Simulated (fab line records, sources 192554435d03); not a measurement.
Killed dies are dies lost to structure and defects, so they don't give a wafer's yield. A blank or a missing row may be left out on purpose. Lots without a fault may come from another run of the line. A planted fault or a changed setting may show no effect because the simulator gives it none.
Which tool did it? | flow n5_finfet | 9 lots, 26 wafers sampled, at 2 steps of a route of 1938

WHAT THE GAUGES READ, wafer by wafer
N5_FIN_SAQP_CD_MEAS_27: target cd 20 nm.
lot  | measured    | on        | cd_nm (nm)
L122 | day 2 09:02 | cd_sem-01 | 20.58 20.44 20.32
L125 | day 2 23:39 | cd_sem-01 | 20.14 20.52 19.89
L126 | day 3 06:06 | cd_sem-02 | 20.90 20.34 20.76
L127 | day 3 12:00 | cd_sem-01 | 20.11 19.92 20.18
L128 | day 3 18:57 | cd_sem-01 | 20.45 20.49 20.41
L130 | day 4 06:14 | cd_sem-01 | 20.37 20.50 20.35
L132 | day 4 19:28 | cd_sem-02 | 20.51 20.29 20.41
L134 | day 5 07:56 | cd_sem-01 | 19.88 20.24 20.10
L140 | day 6 19:02 | cd_sem-03 | 20.48 20.57

WHICH TOOL RAN EACH LOT (tool, then ch and the chambers of the sampled wafers, then the start)
lot  | N5_FIN_SAQP_STRIP_55
L122 | rie_diel-03 ch 2,3, day 2 06:44
L125 | rie_diel-02 ch 2,3, day 2 22:01
L126 | rie_diel-02 ch 1,2, day 3 04:29
L127 | rie_diel-02 ch 1,2, day 3 10:15
L128 | rie_diel-02 ch 0,2,3, day 3 17:18
L130 | rie_diel-04 ch 0,1,2, day 4 04:07
L132 | rie_diel-02 ch 0,1,3, day 4 17:14
L134 | rie_diel-04 ch 2,3, day 5 06:11
L140 | rie_diel-03 ch 0,2, day 6 17:25
- N5_FIN_SAQP_STRIP_55: strips in N2/H2.

THE ANSWER, worked out from the rows above alone
Rule: what is usual is taken from the lots themselves. Put in order of their means at a reading, lots are off if they are a third of the lots or fewer, leave a main group of 4 or more, and stand apart from it by a gap of 3 or more times the standard deviation of the main group's means; of several such gaps the widest counts. A main group whose means are all the same, to the digits that the tables above print for the reading, isn't used. A lot without any number at a reading at which 4 lots or more have one is off too. The other lots that the step has rows for count as sound.
No lot is off at any reading shown: from this, nothing can be told.

WHAT THE SIMULATOR HAD PUT IN
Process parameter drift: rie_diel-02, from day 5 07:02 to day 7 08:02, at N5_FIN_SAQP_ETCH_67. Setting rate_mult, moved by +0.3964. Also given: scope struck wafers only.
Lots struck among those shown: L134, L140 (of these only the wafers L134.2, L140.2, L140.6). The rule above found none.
